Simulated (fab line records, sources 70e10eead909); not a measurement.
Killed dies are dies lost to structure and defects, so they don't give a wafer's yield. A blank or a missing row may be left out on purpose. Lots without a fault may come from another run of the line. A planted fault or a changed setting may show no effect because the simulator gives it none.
fab line records | flow nand_harc
record lots=12 wafers=36 last_day=25
route steps=1159 shown A_ONON_D1@432 A_M1@1051 A_BONDPAD@1089 END@1159
lots that met no fault: from a run of the same line without faults
start_h: hours from the record's first day to the start of the lot's first wafer shown | wait_h: hours since the lot's step before | " the same as in the row above | L1.1+2: a row that stands for several wafers | - no value, or no start given | * or withheld: withheld | < > ~ a bound
route shown NAME@n: a module of which the file shows steps, and the number in the route of the first | usual: mean/standard deviation of fault-free wafers | same: alike in all rows | chamber/n: place in a boat | sites: the reading at each site | _std_site: their standard deviation | _edge_site: outer sites' mean less inner sites' | radius_mm: how far each site lies from the wafer's centre | mask NAME#n: copy n | behind: the tool/chamber that last shaped the wafer | hold: why the lot was held/for how many hours/how that ended | device: the transistor (n, p or np) that didn't switch | end of line: the same wafers' tests at the end of the route | a step without rows: its recipe alone | killed: dies lost to structure and defects at the first sort, not the wafer's yield | map: a wafer's dies, x killed, . not, _ none there
set.NAME: the setting as run; set.NAME@STEP: as run at that earlier step | model.NAME: the simulator's own value behind a step, which no gauge read
steps of the route over a sample of lots; a table a step, a row a wafer
services: from which hour (start_h, from the record's first day; less than 0 if before it) a tool's chamber was out of use, for how many hours, and why
## steps
# step NHARC_A_ONON_D1_DEP_12
# recipe target_thk_a=10000 n2_flow_sccm=2750 n2o_flow_sccm=2000 nh3_flow_sccm=500 sih4_flow_sccm=210 temp_c=400
# usual n2_flow_sccm=2751/6.9
# columns lot.wafer tool chamber start_h wait_h n2_flow_sccm
L152.3 pecvd_onon-03 0 150.12 0.2 2748
L152.5 " 0 " " 2753
L152.6 " 0 " " 2757
L155.2 pecvd_onon-02 0 167.24 0.1 2761
L155.3 " 0 " " 2743
L155.5 " 0 " " 2746
L160.2 pecvd_onon-03 0 210.64 0.2 2738
L160.3 " 0 " " 2734
L160.4 " 0 " " 2748
L162.1 pecvd_onon-03 0 219.04 0.1 2743
L162.2 " 0 " " 2750
L162.4 " 0 " " 2746
L166.1 pecvd_onon-02 0 234.73 0.1 2760
L166.2 " 0 " " 2754
L166.4 " 0 " " 2759
L165.1 pecvd_onon-01 0 234.75 0.1 2740
L165.3 " 0 " " 2750
L165.5 " 0 " " 2743
L168.1 pecvd_onon-02 0 256.14 0.1 2746
L168.4 " 0 " " 2742
L168.6 " 0 " " 2745
L171.1 pecvd_onon-02 0 263.14 0.1 2759
L171.4 " 0 " " 2755
L171.5 " 0 " " 2752
L169.1 pecvd_onon-01 0 263.16 0.1 2748
L169.2 " 0 " " 2744
L169.3 " 0 " " 2752
L172.2 pecvd_onon-01 0 277.30 0.1 2751
L172.4 " 0 " " 2753
L172.6 " 0 " " 2746
L175.1 pecvd_onon-03 0 287.16 0.1 2753
L175.2 " 0 " " 2746
L175.5 " 0 " " 2749
L174.1 pecvd_onon-02 0 287.18 0.1 2746
L174.5 " 0 " " 2741
L174.6 " 0 " " 2751
# step NHARC_A_M1_ANNEAL_31
# recipe temp_c=225 time_s=90
# usual wafer_temp_C_max=226.0/0.34
# columns lot.wafer tool chamber start_h wait_h wafer_temp_C_max
L152.3 rtp_anneal-01 0 405.67 - 226.7
L152.5 " 0 " " 226.3
L152.6 " 0 " " 226.7
L155.2 rtp_anneal-02 0 410.46 - 225.8
L155.3 " 0 " " 225.9
L155.5 " 0 " " 226.0
L160.2 rtp_anneal-02 0 467.07 0.4 225.5
L160.3 " 0 " " 225.5
L160.4 " 0 " " 225.9
L162.1 rtp_anneal-02 0 468.43 0.3 226.1
L162.2 " 0 " " 225.8
L162.4 " 0 " " 225.7
L166.1 rtp_anneal-02 0 481.82 - 225.6
L166.2 " 0 " " 225.4
L166.4 " 0 " " 225.8
L165.1 rtp_anneal-01 0 486.42 0.3 226.2
L165.3 " 0 " " 225.9
L165.5 " 0 " " 226.3
L168.1 rtp_anneal-02 0 492.40 - 225.9
L168.4 " 0 " " 226.1
L168.6 " 0 " " 225.9
L171.1 rtp_anneal-02 0 516.94 - 225.8
L171.4 " 0 " " 226.2
L171.5 " 0 " " 226.0
L169.1 rtp_anneal-02 0 522.16 - 225.8
L169.2 " 0 " " 225.5
L169.3 " 0 " " 225.7
L175.1 rtp_anneal-01 0 534.60 0.3 226.6
L175.2 " 0 " " 225.9
L175.5 " 0 " " 226.6
L172.2 rtp_anneal-02 0 544.76 0.3 225.8
L172.4 " 0 " " 226.0
L172.6 " 0 " " 225.8
L174.1 rtp_anneal-01 0 551.89 - 226.2
L174.5 " 0 " " 226.6
L174.6 " 0 " " 226.0
# step NHARC_A_M1_CMP_23
# recipe t_overpolish_s=20 target_thk_nm=154.34
# usual edge_zone_pressure_frac=1.000/0.0052 motor_current_A=12.0/1.2 time_to_endpoint_s=29.1/2.3
# columns lot.wafer tool chamber start_h wait_h edge_zone_pressure_frac motor_current_A time_to_endpoint_s
L152.3 cmp-02 1 405.91 - 1.001 12.4 31.7
L152.6 " 1 " " 0.996 13.2 32.4
L152.5 " 2 " " 1.005 11.1 32.6
L155.2 cmp-04 2 410.76 - 1.003 11.8 27.8
L155.3 " 3 " " 0.995 13.9 30.7
L155.5 " 2 " " 1.009 12.1 30.6
L160.4 cmp-04 1 467.39 - 0.996 11.9 31.8
L160.2 " 2 " " 1.000 12.3 32.0
L160.3 " 3 " " 0.993 13.9 31.2
L162.2 cmp-01 0 468.77 - 1.000 13.8 26.3
L162.1 " 2 " " 1.005 12.1 26.3
L162.4 " 3 " " 0.998 10.9 23.7
L166.1 cmp-01 1 482.19 - 0.989 10.1 24.5
L166.4 " 2 " " 0.990 12.1 26.6
L166.2 " 3 " " 1.007 11.1 26.4
L165.1 cmp-01 2 486.77 - 0.994 12.4 29.4
L165.3 " 0 " " 0.995 14.5 30.2
L165.5 " 3 " " 1.002 11.2 30.3
L168.1 cmp-04 0 492.74 - 1.008 11.9 29.2
L168.4 " 2 " " 0.998 12.0 26.6
L168.6 " 0 " " 1.006 11.1 28.7
L171.4 cmp-02 0 517.29 - 0.994 11.4 27.4
L171.1 " 3 " " 0.993 13.5 25.7
L171.5 " 1 " " 1.002 13.0 28.1
L169.2 cmp-01 3 522.51 - 1.001 10.6 26.9
L169.1 " 1 " " 1.000 10.5 29.6
L169.3 " 2 " " 1.004 12.8 31.1
L175.1 cmp-01 2 534.96 - 1.001 12.5 30.6
L175.2 " 1 " " 0.995 9.9 30.7
L175.5 " 3 " " 1.003 11.1 30.0
L172.2 cmp-02 1 545.08 - 1.005 13.3 28.3
L172.4 " 2 " " 0.992 11.7 28.6
L172.6 " 0 " " 0.995 12.6 29.3
L174.1 cmp-01 2 552.26 - 0.999 11.8 31.8
L174.5 " 1 " " 1.008 9.9 31.7
L174.6 " 2 " " 1.000 12.4 29.1
# step NHARC_A_BONDPAD_THK_MEAS_20
# recipe thk_meas_gauge=xrf
# usual thk_nm=170.0/1.3
# columns lot.wafer tool chamber start_h wait_h thk_nm
L152.3 film_metro-02 - 410.89 - 168.0
L152.5 " - " " 169.6
L152.6 " - " " 167.4
L155.2 film_metro-01 - 415.87 - 170.9
L155.3 " - " " 171.7
L155.5 " - " " 169.6
L160.2 film_metro-02 - 472.21 - 168.1
L160.3 " - " " 168.4
L160.4 " - " " 167.9
L162.1 film_metro-01 - 473.72 - 170.2
L162.2 " - " " 171.2
L162.4 " - " " 168.4
L166.1 film_metro-02 - 487.41 - 171.1
L166.2 " - " " 170.7
L166.4 " - " " 169.1
L165.1 film_metro-02 - 491.92 - 168.5
L165.3 " - " " 168.5
L165.5 " - " " 170.7
L168.1 film_metro-01 - 498.59 - 169.6
L168.4 " - " " 169.5
L168.6 " - " " 170.3
L171.1 film_metro-01 - 522.53 - 169.8
L171.4 " - " " 170.9
L171.5 " - " " 171.1
L169.1 film_metro-01 - 527.46 - 168.1
L169.2 " - " " 169.4
L169.3 " - " " 169.9
L175.1 film_metro-02 - 539.90 - 170.3
L175.2 " - " " 171.4
L175.5 " - " " 168.2
L172.2 film_metro-01 - 550.49 - 170.9
L172.4 " - " " 170.9
L172.6 " - " " 171.1
L174.1 film_metro-02 - 557.23 - 170.4
L174.5 " - " " 172.7
L174.6 " - " " 170.7
# step NHARC_END_SORT_01
# recipe temp_c=25
# usual killed_at_array=28/8.9 killed_at_other=0.8/1.2 killed_at_periphery=3.3/2.3 killed_dies=32/9.4 killed_open=3.2/1.8 killed_short=1.9/1.4
# same gross_dies=677
# columns lot.wafer tool chamber start_h wait_h killed_at_array killed_at_other killed_at_periphery killed_dies killed_open killed_short
L162.1 prober-01 0 502.72 2.5 101 1 5 107 4 1
L162.2 prober-01 0 503.53 2.8 104 0 3 107 4 0
L162.4 prober-01 0 505.16 3.5 113 1 5 119 5 4
L160.2 prober-02 0 511.23 2.8 92 0 6 98 3 3
L160.3 prober-02 0 512.03 3.1 104 0 4 108 6 1
L160.4 prober-02 0 512.83 3.4 104 0 4 108 3 4
# killed by level:class
L162.1 A_ONON_D1:unspecified=63 A_CHANNEL_HOLE_D1:chamber_film_flake=14 A_SLIT:chamber_film_flake=13 A_STAIRCASE:chamber_film_flake=4 A_CONTACT:chamber_film_flake=4 P_GATE:chamber_film_flake=2 P_CONTACT:geometric_particle:open=1 P_M0:geometric_particle:short=1
L162.2 A_ONON_D1:unspecified=69 A_CHANNEL_HOLE_D1:chamber_film_flake=12 A_SLIT:chamber_film_flake=12 A_STAIRCASE:chamber_film_flake=5 A_CONTACT:chamber_film_flake=3 P_GATE:geometric_particle:open=1 A_ONON_D1:geometric_particle:open=1 A_CHANNEL_HOLE_D1:geometric_particle:open=1
L162.4 A_ONON_D1:unspecified=75 A_CHANNEL_HOLE_D1:chamber_film_flake=16 A_SLIT:chamber_film_flake=8 A_STAIRCASE:chamber_film_flake=4 A_CONTACT:chamber_film_flake=4 P_STI:geometric_particle:short=1 P_M0:geometric_particle:short=1 A_SGD_CUT:geometric_particle:open=1
L160.2 A_ONON_D1:unspecified=67 A_SLIT:chamber_film_flake=13 A_CHANNEL_HOLE_D1:chamber_film_flake=7 A_CONTACT:chamber_film_flake=2 P_GATE:geometric_particle:open=1 P_GATE:geometric_particle:short=1 P_M0:geometric_particle:short=1 P_M0:geometric_particle:open=1
L160.3 A_ONON_D1:unspecified=72 A_SLIT:chamber_film_flake=11 A_CHANNEL_HOLE_D1:chamber_film_flake=10 A_CONTACT:chamber_film_flake=3 P_ZERO_WELL:chamber_film_flake=2 P_M0:geometric_particle:open=1 A_ONON_D1:geometric_particle:open=1 A_WL_FILL:geometric_particle:open=1
L160.4 A_ONON_D1:unspecified=70 A_SLIT:chamber_film_flake=13 A_CHANNEL_HOLE_D1:chamber_film_flake=8 A_STAIRCASE:chamber_film_flake=4 A_CHANNEL_FILL_D1:geometric_particle:short=2 P_GATE:chamber_film_flake=2 A_ZERO_WELL:chamber_film_flake=2 A_ONON_D1:geometric_particle:open=1
## services
# columns tool chamber start_h hours kind
cmp-02 - 128.50 4.0 pm
cmp-04 - 145.92 1.5 repair
pecvd_onon-03 - 153.00 13.0 pm
pecvd_onon-01 - 195.25 13.0 pm
cmp-01 - 202.09 4.0 pm
cmp-04 - 203.10 4.0 pm
cmp-01 - 213.67 1.9 repair
cmp-04 - 223.38 0.7 repair
cmp-02 - 226.50 4.0 pm
pecvd_onon-02 - 266.50 2.6 repair
cmp-01 - 288.97 7.4 repair
pecvd_onon-02 - 292.22 13.0 pm
rtp_anneal-02 - 300.00 12.0 pm
cmp-01 - 300.09 4.0 pm
cmp-01 - 313.71 0.3 repair
cmp-01 - 327.60 0.9 repair
pecvd_onon-03 - 334.00 13.0 pm
cmp-01 - 383.21 0.2 repair
cmp-01 - 398.15 4.0 pm
cmp-01 - 434.06 0.8 repair
cmp-01 - 447.12 0.3 repair
pecvd_onon-02 - 473.22 13.0 pm
cmp-01 - 496.17 4.0 pm
pecvd_onon-03 - 515.00 13.0 pm
## key
first_sign step=NHARC_END_SORT_01 reading=killed_at_array direction=up sigmas=8.4 usual=28 struck=103
effect step=NHARC_END_SORT_01 reading=killed_dies direction=up sigmas=8 usual=32 struck=108
more_kills_born_at NHARC_A_ONON_D1_DEP_12@pecvd_onon-03=416
met_at NHARC_A_ONON_D1_DEP_12
struck_lots L160,L162
tester_left_out L160,L162
not_acting_at NHARC_A_M1_ANNEAL_31,NHARC_A_M1_CMP_23,NHARC_A_BONDPAD_THK_MEAS_20
onset_between 150.12 210.64
fault kind=chamber_particle_source tool=pecvd_onon-03 chamber=- onset_h=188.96 steps=NHARC_A_ONON_D1_DEP_12 rate_per_visit_cm2=0.42601 end_h=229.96
# tester_left_out: of these lots the tester's yield and bins aren't shown, on N5 and GAA mostly nor the transistor test; their killed dies are dies lost to structure and defects alone, not to doping, threshold or leakage, so they don't give the yield
